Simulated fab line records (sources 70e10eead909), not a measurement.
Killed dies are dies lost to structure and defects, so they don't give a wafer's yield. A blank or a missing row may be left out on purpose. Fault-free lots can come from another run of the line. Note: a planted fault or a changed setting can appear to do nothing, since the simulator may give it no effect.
fab line records	flow nand-harc
record: lots: 24	wafers: 72	last-day: 26
route steps=1159 shown A_CHANNEL_FILL_D1@496 A_STAIRCASE@519
lots that met no fault: taken from a fault-free run of the same line
start-h: hours from the record's first day to the start of the lot's first wafer shown	wait-h: hours from the lot's prior step to this one	" unchanged from the row above	L1.1+2: several wafers, shown together as one row	- no value present, or no start provided	* or withheld: withheld	< > ~ a bound
route shown NAME@n: a module of which the file shows steps, and the number in the route of the first	usual: the fault-free wafers' mean and standard deviation	same: alike in all rows	chamber/n: place in a boat	sites: readings site by site	_std_site: standard deviation of those values	_edge_site: inner sites' mean taken away from outer sites' mean	radius-mm: how far each site lies from the wafer's centre	mask NAME#n: copy n	behind: the tool/chamber that last shaped the wafer	hold: why the lot went on hold/how many hours it stayed there/how the hold came to an end	device: whichever transistor did not switch (one of n, p or np)	end of line: tests run on the same wafers once the route is complete	step lacking rows: just its recipe	killed: not the wafer's yield, but the dies lost to structure and defects at the first sort	map: a wafer's dies, x killed, . not, _ none there
set.NAME: the setting as run; set.NAME@STEP: as run at that earlier step	model.NAME: the simulator's own value behind a step, which no gauge read
a sample of lots followed through the steps of the route, with each step as a table and each wafer as a row
services: a tool's chamber out of use, with start hour (start-h, from the record's first day; less than 0 if before it), hours out, and reason
== steps ==
step: NHARC_A_CHANNEL_FILL_D1_ALD_16
recipe: target-thk-a: 15	pulse-time-s: 10	ald-cycles: 15	temp-c: 300	material: SiO2
usual: heater-power-w: 476/57	precursor-pulse-height-rel: 1.000/0.019
lot.wafer	tool	chamber	start-h	wait-h	heater-power-w	precursor-pulse-height-rel
L074.3	ald-hk-03	1	196.98	1.4	537	1.020
L074.4	"	0	"	"	444	0.991
L074.5	"	1	"	"	550	0.965
L076.3	ald-hk-04	2	208.35	0.3	492	0.992
L076.4	"	3	"	"	512	0.982
L076.1	"	0	"	"	517	1.003
L075.4	ald-hk-04	3	208.51	0.4	517	1.032
L075.3	"	2	"	"	490	0.992
L075.5	"	0	"	"	513	1.011
L077.2	ald-hk-02	0	213.11	0.1	491	1.013
L077.1	"	1	"	"	564	1.006
L077.5	"	0	"	"	489	1.001
L078.4	ald-hk-04	3	213.12	0.1	514	0.990
L078.1	"	0	"	"	513	0.980
L078.2	"	1	"	"	381	0.980
L080.2	ald-hk-02	0	229.64	0.0	497	0.982
L080.3	"	3	"	"	444	0.969
L080.5	"	0	"	"	494	0.972
L079.2	ald-hk-03	2	229.64	0.0	397	1.020
L079.4	"	3	"	"	549	1.014
L079.5	"	2	"	"	381	0.999
L081.4	ald-hk-02	1	239.52	0.1	543	0.974
L081.5	"	0	"	"	480	0.995
L081.6	"	1	"	"	561	1.023
L082.3	ald-hk-02	2	239.70	0.3	435	1.050
L082.6	"	0	"	"	493	1.020
L082.5	"	1	"	"	551	0.993
L084.2	ald-hk-02	2	247.04	0.0	426	0.997
L084.4	"	3	"	"	452	0.988
L084.6	"	3	"	"	448	1.025
L083.2	ald-hk-03	2	247.04	0.0	379	1.001
L083.4	"	3	"	"	542	1.000
L083.3	"	1	"	"	555	1.019
L085.2	ald-hk-04	1	270.72	0.0	388	1.024
L085.4	"	3	"	"	540	1.006
L085.6	"	1	"	"	374	0.999
L087.2	ald-hk-04	2	270.91	0.2	500	1.015
L087.4	"	0	"	"	506	1.015
L087.6	"	2	"	"	490	1.023
L086.3	ald-hk-04	2	275.47	0.7	502	0.983
L086.2	"	3	"	"	508	1.007
L086.6	"	1	"	"	379	1.007
L089.4	ald-hk-03	0	280.41	0.0	429	0.998
L089.2	"	3	"	"	541	1.012
L089.5	"	1	"	"	563	1.023
L088.2	ald-hk-04	1	287.04	0.0	389	1.008
L088.1	"	2	"	"	485	1.006
L088.5	"	1	"	"	385	0.993
L090.2	ald-hk-02	3	294.38	0.1	446	1.019
L090.6	"	2	"	"	429	0.961
L090.5	"	3	"	"	454	0.987
L092.4	ald-hk-04	1	303.31	0.1	374	0.969
L092.1	"	2	"	"	494	0.976
L092.3	"	3	"	"	516	1.005
L091.2	ald-hk-02	1	303.33	0.1	527	1.039
L091.3	"	2	"	"	442	0.981
L091.6	"	0	"	"	464	1.034
L094.1	ald-hk-04	1	313.65	0.0	391	0.969
L094.2	"	2	"	"	509	0.981
L094.3	"	0	"	"	524	0.984
L093.1	ald-hk-04	2	313.81	0.2	503	1.011
L093.2	"	3	"	"	517	0.982
L093.5	"	3	"	"	525	0.986
L095.2	ald-hk-04	0	317.75	0.0	525	0.999
L095.3	"	3	"	"	531	1.031
L095.6	"	0	"	"	514	0.999
L097.2	ald-hk-03	1	339.01	1.3	518	1.005
L097.4	"	2	"	"	374	0.985
L097.6	"	1	"	"	516	1.006
L096.3	ald-hk-03	3	339.17	1.4	490	0.994
L096.2	"	2	"	"	374	1.000
L096.6	"	3	"	"	509	1.004
step: NHARC_A_CHANNEL_FILL_D1_STRIP_28
recipe: time-s: 20	o2-flow-sccm: 500	ar-flow-sccm: 0	bias-w: 0	chemistry: O2
usual: drypump-motor-current-A: 5.59/0.27	oes-product-au: 1.002/0.0097	rf-vpp-V: 57.9/0.94	showerhead-plenum-p-Torr: 3.58/0.14	throttle-valve-pct: 17.036/0.0094
lot.wafer	tool	chamber	start-h	wait-h	drypump-motor-current-A	oes-product-au	rf-hours-counter-h	rf-vpp-V	showerhead-plenum-p-Torr	throttle-valve-pct
L074.3	rie-diel-08	2	208.85	0.1	5.25	1.004	2	58.8	3.63	17.050
L074.4	"	1	"	"	5.55	1.001	2	58.4	3.77	17.033
L074.5	"	3	"	"	5.60	0.999	-	56.3	3.33	17.041
L076.3	rie-diel-08	3	220.31	0.1	5.63	0.990	1	56.4	3.33	17.045
L076.1	"	0	"	"	5.86	1.007	2	58.7	3.73	17.049
L076.4	"	2	"	"	5.25	1.016	2	57.9	3.63	17.022
L075.3	rie-diel-08	0	220.35	0.1	5.87	0.997	2	58.0	3.73	17.031
L075.4	"	1	"	"	5.55	0.996	2	58.5	3.77	17.039
L075.5	"	1	"	"	5.56	0.997	-	59.1	3.77	17.052
L077.1	rie-diel-08	3	225.47	0.1	5.57	0.991	2	57.8	3.33	17.018
L077.2	"	0	"	"	5.86	0.998	3	57.8	3.73	17.023
L077.5	"	2	"	"	5.27	1.005	-	59.4	3.63	17.042
L078.2	rie-diel-01	2	225.56	0.2	5.10	1.016	20	56.9	3.43	17.036
L078.4	"	3	"	"	6.22	0.995	18	58.3	3.44	17.029
L078.1	"	0	"	"	5.66	1.000	19	58.0	3.51	17.041
L079.2	rie-diel-08	0	241.47	0.1	5.90	0.998	3	58.6	3.73	17.037
L079.4	"	1	"	"	5.58	1.006	3	57.7	3.77	17.033
L079.5	"	1	"	"	5.58	0.996	-	57.8	3.77	17.030
L080.3	rie-diel-03	3	241.47	0.1	5.87	0.993	1	57.8	3.61	17.044
L080.2	"	1	"	"	5.69	1.006	1	57.6	3.49	17.049
L080.5	"	3	"	"	5.87	0.990	-	57.9	3.61	17.046
L082.3	rie-diel-01	2	251.33	0.1	5.11	0.998	23	56.9	3.43	17.036
L082.5	"	0	"	"	5.66	0.989	-	58.6	3.51	17.049
L082.6	"	1	"	"	5.42	1.003	-	57.8	3.68	17.049
L081.5	rie-diel-08	3	251.36	0.1	5.58	0.990	-	57.5	3.33	17.041
L081.4	"	1	"	"	5.56	0.996	-	59.1	3.77	17.037
L081.6	"	2	"	"	5.28	1.016	-	56.3	3.63	17.043
L083.3	rie-diel-08	1	258.89	0.1	5.56	1.006	3	59.1	3.77	17.043
L083.2	"	2	"	"	5.25	1.018	3	57.6	3.63	17.036
L083.4	"	3	"	"	5.64	0.987	-	56.6	3.33	17.030
L084.2	rie-diel-01	1	258.92	0.1	5.39	1.004	23	55.8	3.68	17.024
L084.4	"	0	"	"	5.64	0.990	25	57.7	3.51	17.038
L084.6	"	1	"	"	5.38	0.998	-	57.0	3.68	17.049
L085.4	rie-diel-03	2	282.60	0.1	5.34	1.009	2	58.4	3.44	17.031
L085.2	"	0	"	"	5.55	1.000	2	57.5	3.65	17.049
L085.6	"	3	"	"	5.90	0.990	-	58.0	3.61	17.037
L087.4	rie-diel-01	2	282.61	0.1	5.10	1.005	28	56.5	3.43	17.038
L087.2	"	3	"	"	6.23	1.001	28	58.4	3.43	17.034
L087.6	"	1	"	"	5.35	0.999	-	59.1	3.68	17.041
L086.3	rie-diel-01	0	287.45	0.1	5.65	0.984	29	57.3	3.51	17.055
L086.2	"	2	"	"	5.10	1.006	29	57.4	3.43	17.038
L086.6	"	3	"	"	6.23	0.994	-	58.0	3.43	17.021
L089.2	rie-diel-03	0	292.67	0.1	5.56	1.002	3	57.7	3.65	17.049
L089.4	"	2	"	"	5.34	0.997	3	57.4	3.44	17.042
L089.5	"	3	"	"	5.86	0.992	-	59.5	3.61	17.037
L088.2	rie-diel-03	0	299.00	0.1	5.56	0.990	3	57.8	3.65	17.043
L088.1	"	1	"	"	5.71	0.996	3	58.4	3.49	17.018
L088.5	"	1	"	"	5.72	0.996	-	57.7	3.49	17.022
L090.2	rie-diel-03	2	306.30	0.1	5.29	1.008	3	59.5	3.44	17.060
L090.6	"	3	"	"	5.88	0.995	-	58.1	3.61	17.036
L090.5	"	0	"	"	5.58	1.018	-	58.4	3.65	17.017
L091.3	rie-diel-03	2	315.26	0.1	5.29	1.012	3	56.1	3.44	17.038
L091.2	"	0	"	"	5.57	1.019	3	58.5	3.65	17.056
L091.6	"	1	"	"	5.73	1.014	-	58.5	3.49	17.038
L092.1	rie-diel-08	1	315.26	0.1	5.56	0.987	0	59.1	3.77	17.034
L092.4	"	2	"	"	5.27	1.009	0	59.1	3.62	17.032
L092.3	"	3	"	"	5.62	0.999	0	56.3	3.33	17.054
L094.1	rie-diel-03	0	325.60	0.1	5.56	1.004	4	57.6	3.65	17.029
L094.2	"	2	"	"	5.33	1.014	4	58.5	3.44	17.038
L094.3	"	3	"	"	5.89	0.996	4	56.6	3.61	17.045
L093.2	rie-diel-01	1	325.61	0.1	5.39	1.014	0	58.0	3.68	17.038
L093.1	"	3	"	"	6.24	0.998	0	57.0	3.43	17.021
L093.5	"	0	"	"	5.65	0.997	-	56.6	3.50	17.027
L095.2	rie-diel-03	1	329.82	0.1	5.74	1.005	4	55.7	3.49	17.044
L095.3	"	2	"	"	5.32	1.004	4	58.5	3.44	17.039
L095.6	"	1	"	"	5.73	0.999	-	57.7	3.49	17.051
L097.2	rie-diel-08	2	351.03	0.1	5.28	1.014	1	58.8	3.62	17.039
L097.4	"	1	"	"	5.56	1.002	-	57.0	3.77	17.051
L097.6	"	2	"	"	5.25	1.011	-	58.5	3.62	17.024
L096.2	rie-diel-08	2	351.06	0.1	5.28	1.013	1	58.4	3.62	17.048
L096.3	"	0	"	"	5.87	1.004	1	58.5	3.73	17.034
L096.6	"	2	"	"	5.27	1.004	-	56.9	3.62	17.044
step: NHARC_A_STAIRCASE_DEP_156
recipe: target-thk-a: 500	temp-c: 400	target-thk-nm: 50	flow-sccm: 200	rf-w: 450	material: SiNx
usual: heater-power-w: 666/71
lot.wafer	tool	chamber	start-h	wait-h	heater-power-w
L074.3	pecvd-04	0	233.35	0.1	647
L074.4	"	2	"	"	702
L074.5	"	1	"	"	664
L075.3	pecvd-02	1	243.91	0.1	671
L075.5	"	1	"	"	668
L075.4	"	0	"	"	784
L076.3	pecvd-04	0	243.99	0.1	744
L076.1	"	2	"	"	809
L076.4	"	2	"	"	820
L077.1	pecvd-02	0	248.91	0.1	797
L077.2	"	1	"	"	707
L077.5	"	0	"	"	770
L078.1	pecvd-03	0	248.92	0.1	667
L078.2	"	1	"	"	690
L078.4	"	2	"	"	671
L079.2	pecvd-03	2	265.36	0.1	571
L079.4	"	1	"	"	687
L079.5	"	0	"	"	649
L080.3	pecvd-03	2	265.53	0.1	645
L080.2	"	0	"	"	654
L080.5	"	0	"	"	680
L082.3	pecvd-04	2	275.35	0.1	747
L082.5	"	2	"	"	736
L082.6	"	1	"	"	580
L081.4	pecvd-03	0	275.47	0.1	625
L081.6	"	1	"	"	675
L081.5	"	2	"	"	702
L084.2	pecvd-04	0	283.34	0.1	681
L084.6	"	2	"	"	720
L084.4	"	0	"	"	713
L083.2	pecvd-02	1	283.48	0.1	615
L083.3	"	0	"	"	811
L083.4	"	0	"	"	822
L085.2	pecvd-02	2	307.78	0.1	613
L085.6	"	1	"	"	551
L085.4	"	0	"	"	693
L087.2	pecvd-04	1	307.92	0.1	589
L087.6	"	1	"	"	598
L087.4	"	2	"	"	794
L086.2	pecvd-03	0	311.09	0.1	688
L086.3	"	1	"	"	647
L086.6	"	2	"	"	581
L089.2	pecvd-03	1	316.39	0.1	576
L089.4	"	0	"	"	727
L089.5	"	1	"	"	598
L088.2	pecvd-04	2	323.44	0.2	771
L088.1	"	0	"	"	709
L088.5	"	2	"	"	781
L090.2	pecvd-02	2	333.77	0.1	659
L090.6	"	2	"	"	636
L090.5	"	0	"	"	719
L091.3	pecvd-04	1	341.23	0.3	574
L091.2	"	0	"	"	636
L091.6	"	0	"	"	625
L092.3	pecvd-04	2	344.48	0.1	816
L092.1	"	0	"	"	600
L092.4	"	1	"	"	616
L095.2	pecvd-03	0	351.57	0.1	625
L095.3	"	1	"	"	659
L095.6	"	1	"	"	642
L094.1	pecvd-03	0	351.71	0.1	752
L094.2	"	1	"	"	573
L094.3	"	2	"	"	624
L093.1	pecvd-02	0	351.76	0.1	734
L093.2	"	2	"	"	593
L093.5	"	2	"	"	577
L096.2	pecvd-02	1	374.53	0.1	715
L096.3	"	2	"	"	523
L096.6	"	1	"	"	721
L097.2	pecvd-04	1	374.57	0.1	571
L097.6	"	2	"	"	697
L097.4	"	0	"	"	683
step: NHARC_A_STAIRCASE_ETCH_13
recipe: target-depth-a: 1000	time-s: 40.5	ion-energy-ev: 400	c4f8-flow-sccm: 20	o2-flow-sccm: 10	ar-flow-sccm: withheld	rf-w: 600	bias-w: 1000	chemistry: C4F8/O2
usual: oes-product-au: 0.938/0.015	rf-vpp-V: 893/4.9
lot.wafer	tool	chamber	start-h	wait-h	oes-product-au	rf-hours-counter-h	rf-vpp-V
L074.4	rie-diel-11	3	-	-	0.948	16	891
L074.3	"	1	"	"	0.936	16	900
L074.5	"	3	"	"	0.947	-	893
L075.4	rie-diel-02	1	-	-	0.925	32	894
L075.3	"	2	"	"	0.930	33	888
L075.5	"	1	"	"	0.933	-	893
L076.3	rie-diel-02	2	-	-	0.933	33	887
L076.4	"	3	"	"	0.927	34	901
L076.1	"	0	"	"	0.929	32	893
L078.4	rie-diel-02	3	-	-	0.940	36	902
L078.2	"	0	"	"	0.939	33	894
L078.1	"	1	"	"	0.940	34	892
L077.2	rie-diel-11	0	-	-	0.967	23	887
L077.1	"	3	"	"	0.962	22	892
L077.5	"	3	"	"	0.956	-	893
L079.4	rie-diel-12	0	-	-	0.973	20	896
L079.2	"	2	"	"	0.940	22	890
L079.5	"	3	"	"	0.956	-	892
L080.3	rie-diel-12	0	-	-	0.949	20	893
L080.2	"	1	"	"	0.934	22	899
L080.5	"	0	"	"	0.945	-	895
L082.3	rie-diel-11	3	-	-	0.958	34	893
L082.6	"	1	"	"	0.949	-	901
L082.5	"	2	"	"	0.948	-	890
L081.4	rie-diel-11	3	-	-	0.968	34	892
L081.5	"	0	"	"	0.953	-	886
L081.6	"	1	"	"	0.935	-	901
L084.2	rie-diel-11	2	-	-	0.947	24	891
L084.4	"	1	"	"	0.945	37	899
L084.6	"	2	"	"	0.932	-	890
L083.3	rie-diel-12	0	-	-	0.945	27	893
L083.4	"	1	"	"	0.952	27	896
L083.2	"	2	"	"	0.967	28	890
L085.2	rie-diel-12	0	-	-	0.922	34	893
L085.4	"	1	"	"	0.934	35	900
L085.6	"	0	"	"	0.933	-	894
L087.4	rie-diel-11	3	-	-	0.954	44	892
L087.2	"	2	"	"	0.932	28	890
L087.6	"	3	"	"	0.950	-	892
L086.3	rie-diel-11	2	-	-	0.927	29	891
L086.2	"	0	"	"	0.915	46	887
L086.6	"	2	"	"	0.923	-	891
L089.2	rie-diel-12	1	-	-	0.942	40	898
L089.4	"	1	"	"	0.930	-	900
L089.5	"	2	"	"	0.930	-	890
L088.2	rie-diel-02	2	-	-	0.965	59	886
L088.1	"	1	"	"	0.939	55	895
L088.5	"	2	"	"	0.957	-	886
L090.2	rie-diel-12	1	-	-	0.923	46	898
L090.6	"	1	"	"	0.938	-	899
L090.5	"	2	"	"	0.921	-	889
L091.3	rie-diel-11	1	-	-	0.920	57	901
L091.2	"	2	"	"	0.930	40	892
L091.6	"	2	"	"	0.926	-	889
L092.1	rie-diel-11	3	-	-	0.936	58	891
L092.3	"	1	"	"	0.918	59	899
L092.4	"	2	"	"	0.927	41	892
L095.3	rie-diel-11	3	-	-	0.956	61	893
L095.2	"	2	"	"	0.967	44	891
L095.6	"	3	"	"	0.961	-	892
L094.3	rie-diel-12	3	-	-	0.928	50	889
L094.1	"	0	"	"	0.975	51	893
L094.2	"	2	"	"	0.953	54	891
L093.2	rie-diel-11	1	-	-	0.914	61	901
L093.1	"	3	"	"	0.936	61	891
L093.5	"	0	"	"	0.930	-	887
L096.2	rie-diel-11	0	-	-	0.934	1	906
L096.3	"	1	"	"	0.931	1	899
L096.6	"	3	"	"	0.950	-	891
L097.4	rie-diel-02	2	-	-	0.927	16	906
L097.2	"	3	"	"	0.923	15	900
L097.6	"	0	"	"	0.926	-	893
step: NHARC_A_STAIRCASE_STRIP_175
recipe: power-w: 1500	temp-c: 250	chemistry: O2
usual: drypump-motor-current-A: 5.8/0.4	heater-power-w: 326/29
lot.wafer	tool	chamber	start-h	wait-h	drypump-motor-current-A	heater-power-w	rf-hours-counter-h
L074.3	plasma-asher-02	1	239.56	0.2	5.6	331	-
L074.4	"	0	"	"	6.1	310	-
L074.5	"	1	"	"	5.6	345	-
L076.1	plasma-asher-02	0	249.66	0.1	6.1	313	19
L076.3	"	0	"	"	6.1	305	-
L076.4	"	1	"	"	5.6	334	-
L075.4	plasma-asher-02	1	250.10	0.2	5.6	336	-
L075.3	"	0	"	"	6.1	306	-
L075.5	"	1	"	"	5.6	328	-
L078.2	plasma-asher-01	0	254.27	0.1	5.2	286	48
L078.1	"	1	"	"	6.2	365	48
L078.4	"	1	"	"	6.2	379	-
L077.1	plasma-asher-01	0	254.55	0.2	5.3	296	48
L077.2	"	1	"	"	6.2	393	48
L077.5	"	1	"	"	6.2	378	-
L079.2	plasma-asher-01	1	270.68	0.1	6.2	380	54
L079.4	"	1	"	"	6.3	393	-
L079.5	"	0	"	"	5.3	293	-
L080.2	plasma-asher-01	1	271.01	0.1	6.3	386	54
L080.3	"	0	"	"	5.2	284	-
L080.5	"	1	"	"	6.3	367	-
L082.3	plasma-asher-01	1	287.64	7.2	6.3	362	-
L082.6	"	1	"	"	6.3	361	-
L082.5	"	0	"	"	5.2	301	-
L081.4	plasma-asher-01	0	287.97	7.4	5.2	298	-
L081.5	"	1	"	"	6.2	356	-
L081.6	"	0	"	"	5.2	300	-
L084.2	plasma-asher-01	0	292.54	0.1	5.2	303	5
L084.4	"	0	"	"	5.2	301	-
L084.6	"	1	"	"	6.3	366	-
L083.2	plasma-asher-02	0	293.03	0.1	6.1	310	31
L083.4	"	1	"	"	5.6	335	-
L083.3	"	0	"	"	6.2	316	-
L085.2	plasma-asher-02	0	313.28	0.1	6.1	301	37
L085.4	"	1	"	"	5.6	343	-
L085.6	"	0	"	"	6.1	314	-
L087.2	plasma-asher-02	0	313.98	0.1	6.1	297	37
L087.4	"	0	"	"	6.1	307	-
L087.6	"	1	"	"	5.6	338	-
L086.2	plasma-asher-02	1	320.65	0.1	5.6	336	39
L086.3	"	0	"	"	6.1	305	-
L086.6	"	0	"	"	6.1	297	-
L089.2	plasma-asher-01	1	323.02	0.1	6.2	367	14
L089.4	"	1	"	"	6.2	352	-
L089.5	"	0	"	"	5.2	305	-
L088.2	plasma-asher-01	0	328.36	0.1	5.2	301	16
L088.1	"	1	"	"	6.3	370	16
L088.5	"	1	"	"	6.3	369	-
L090.2	plasma-asher-02	0	338.82	0.1	6.1	305	45
L090.6	"	1	"	"	5.6	340	-
L090.5	"	0	"	"	6.1	303	-
L091.2	plasma-asher-02	0	347.03	0.1	6.1	302	47
L091.3	"	0	"	"	6.1	313	-
L091.6	"	1	"	"	5.6	331	-
L092.1	plasma-asher-02	1	349.89	0.1	5.6	346	48
L092.4	"	1	"	"	5.6	337	-
L092.3	"	0	"	"	6.1	303	-
L095.2	plasma-asher-01	0	356.59	0.1	5.2	298	24
L095.3	"	1	"	"	6.2	368	-
L095.6	"	1	"	"	6.3	362	-
L094.2	plasma-asher-02	0	357.16	0.1	6.1	315	51
L094.1	"	1	"	"	5.6	328	51
L094.3	"	0	"	"	6.1	317	-
L093.1	plasma-asher-02	1	358.81	0.1	5.6	333	51
L093.2	"	0	"	"	6.1	311	51
L093.5	"	1	"	"	5.6	334	-
L096.2	plasma-asher-01	0	379.66	0.1	5.2	306	36
L096.3	"	0	"	"	5.2	307	-
L096.6	"	0	"	"	5.2	297	-
L097.2	plasma-asher-02	1	380.38	0.1	5.6	354	3
L097.4	"	0	"	"	6.1	301	-
L097.6	"	1	"	"	5.6	336	-
step: NHARC_A_STAIRCASE_ETCH_194
recipe: target-depth-a: 1000	time-s: 40.5	ion-energy-ev: 400	c4f8-flow-sccm: 20	o2-flow-sccm: 10	ar-flow-sccm: withheld	rf-w: 600	bias-w: 1000	chemistry: C4F8/O2
usual: oes-product-au: 0.942/0.013	rf-vpp-V: 894/4.9
lot.wafer	tool	chamber	start-h	wait-h	oes-product-au	rf-hours-counter-h	rf-vpp-V
L074.3	rie-diel-02	3	-	-	0.942	32	901
L074.4	"	0	"	"	0.952	30	894
L074.5	"	1	"	"	0.964	-	893
L076.1	rie-diel-12	0	-	-	0.954	15	894
L076.3	"	1	"	"	0.957	17	900
L076.4	"	2	"	"	0.950	17	892
L075.3	rie-diel-02	1	-	-	0.936	34	894
L075.4	"	3	"	"	0.951	36	901
L075.5	"	0	"	"	0.926	-	892
L077.2	rie-diel-12	3	-	-	0.922	16	893
L077.1	"	0	"	"	0.942	16	895
L077.5	"	2	"	"	0.942	-	890
L078.2	rie-diel-02	3	-	-	0.940	39	902
L078.4	"	0	"	"	0.929	36	894
L078.1	"	1	"	"	0.931	36	895
L080.3	rie-diel-12	0	-	-	0.945	22	894
L080.2	"	1	"	"	0.943	23	900
L080.5	"	0	"	"	0.951	-	894
L079.4	rie-diel-11	2	-	-	0.934	18	892
L079.2	"	3	"	"	0.955	31	892
L079.5	"	2	"	"	0.929	-	891
L082.3	rie-diel-11	2	-	-	0.952	24	891
L082.5	"	1	"	"	0.931	-	901
L082.6	"	2	"	"	0.945	-	891
L081.4	rie-diel-02	0	-	-	0.962	46	894
L081.6	"	0	"	"	0.963	-	893
L081.5	"	1	"	"	0.938	-	893
L084.2	rie-diel-12	3	-	-	0.921	30	892
L084.4	"	0	"	"	0.936	29	893
L084.6	"	1	"	"	0.933	-	898
L083.2	rie-diel-11	1	-	-	0.936	40	901
L083.3	"	2	"	"	0.942	26	891
L083.4	"	3	"	"	0.957	39	891
L085.4	rie-diel-11	0	-	-	0.946	47	886
L085.2	"	3	"	"	0.949	46	893
L085.6	"	1	"	"	0.931	-	899
L087.2	rie-diel-11	0	-	-	0.948	48	886
L087.4	"	1	"	"	0.935	48	901
L087.6	"	0	"	"	0.950	-	886
L086.3	rie-diel-02	0	-	-	0.937	57	892
L086.2	"	2	"	"	0.936	59	886
L086.6	"	0	"	"	0.945	-	894
L089.2	rie-diel-11	2	-	-	0.937	35	891
L089.4	"	0	"	"	0.950	52	885
L089.5	"	3	"	"	0.945	-	891
L088.1	rie-diel-12	0	-	-	0.936	43	895
L088.2	"	1	"	"	0.953	44	899
L088.5	"	0	"	"	0.932	-	894
L090.2	rie-diel-12	3	-	-	0.916	46	892
L090.6	"	3	"	"	0.927	-	892
L090.5	"	0	"	"	0.952	-	893
L091.2	rie-diel-11	1	-	-	0.948	59	900
L091.3	"	3	"	"	0.947	59	892
L091.6	"	1	"	"	0.944	-	901
L092.3	rie-diel-11	1	-	-	0.944	60	901
L092.1	"	2	"	"	0.948	43	893
L092.4	"	3	"	"	0.951	60	892
L094.3	rie-diel-11	2	-	-	0.960	48	891
L094.2	"	3	"	"	0.961	65	891
L094.1	"	0	"	"	0.943	64	887
L095.3	rie-diel-12	3	-	-	0.910	53	891
L095.2	"	0	"	"	0.927	55	894
L095.6	"	2	"	"	0.911	-	889
L093.1	rie-diel-12	0	-	-	0.946	55	894
L093.2	"	1	"	"	0.935	58	898
L093.5	"	2	"	"	0.930	-	888
L096.2	rie-diel-02	2	-	-	0.935	20	905
L096.3	"	1	"	"	0.946	17	894
L096.6	"	3	"	"	0.936	-	899
L097.4	rie-diel-11	3	-	-	0.940	6	892
L097.2	"	1	"	"	0.945	6	899
L097.6	"	0	"	"	0.933	-	906
== services ==
tool	chamber	start-h	hours	kind
rie-diel-08	3	177.34	15.2	repair
plasma-asher-02	-	183.00	9.0	pm
ald-hk-04	-	186.00	10.0	pm
rie-diel-11	-	189.56	9.0	pm
rie-diel-12	3	192.43	5.1	repair
rie-diel-08	3	200.52	1.5	repair
rie-diel-12	-	202.62	9.0	pm
rie-diel-12	-	212.33	1.2	repair
rie-diel-02	0	229.12	7.9	repair
rie-diel-02	1	232.52	7.2	repair
rie-diel-08	0	249.20	11.1	repair
rie-diel-02	1	259.67	8.8	repair
rie-diel-11	1	260.58	1.5	repair
plasma-asher-01	-	277.99	9.0	pm
plasma-asher-02	-	280.03	11.4	repair
rie-diel-08	-	301.80	9.0	pm
rie-diel-12	3	318.14	2.6	repair
plasma-asher-02	-	327.30	2.2	repair
rie-diel-02	-	328.00	9.0	pm
rie-diel-08	3	328.97	2.8	repair
rie-diel-08	3	350.43	7.7	repair
plasma-asher-02	-	360.00	9.0	pm
rie-diel-11	-	366.56	9.0	pm
rie-diel-12	-	379.62	9.0	pm
== key ==
fault none
